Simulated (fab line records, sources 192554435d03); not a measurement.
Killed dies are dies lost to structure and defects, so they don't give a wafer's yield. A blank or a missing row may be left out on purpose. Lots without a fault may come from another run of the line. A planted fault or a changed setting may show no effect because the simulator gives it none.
Chamber matching | flow n5_finfet | N5_FIN_CUT_ETCH_30 on rie_diel-06: 4 sister chambers
The step etches underlayer in N2/H2, target depth 13 nm, time 10.4 s. 4 wafers are shown with their chamber, then 8 later ones without.

WAFERS WITH THEIR CHAMBER
wafer  | chamber | showerhead_plenum_p_Torr (Torr)
L080.4 | 0       | 2.50
L086.4 | 1       | 2.42
L087.5 | 2       | 2.65
L089.2 | 3       | 2.44

WAFERS WITHOUT THEIR CHAMBER
wafer  | showerhead_plenum_p_Torr (Torr)
L089.3 | 2.64
L089.5 | 2.44
L091.2 | 2.41
L091.5 | 2.41
L091.6 | 2.64
L096.2 | 2.43
L096.5 | 2.64
L096.6 | 2.43

WHICH CHAMBER EACH WENT THROUGH
wafer  | from the rows above     | in truth
L089.3 | 2                       | 2
L089.5 | 3                       | 3
L091.2 | 1                       | 1
L091.5 | 1                       | 1
L091.6 | 2                       | 2
L096.2 | can't be placed: 3 or 1 | 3
L096.5 | 2                       | 2
L096.6 | can't be placed: 3 or 1 | 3
Placed correctly: 6 of 8. Can't be placed from these rows: 2 (the true chamber is among the candidates in 2). Placed wrongly: 0.
How it was worked out, from the rows above alone: a wafer's distance from a chamber is the root of the sum, over the readings, of the square of ((its reading less the chamber's mean) divided by the reading's scatter). The wafer belongs to the nearest chamber; if the next one is less than 2 further off, it can't be placed. A chamber's mean is the mean of its shown wafers. The scatter: with one shown wafer a chamber, the root of the mean of the squares of how far each hidden wafer lies from its nearest shown one.
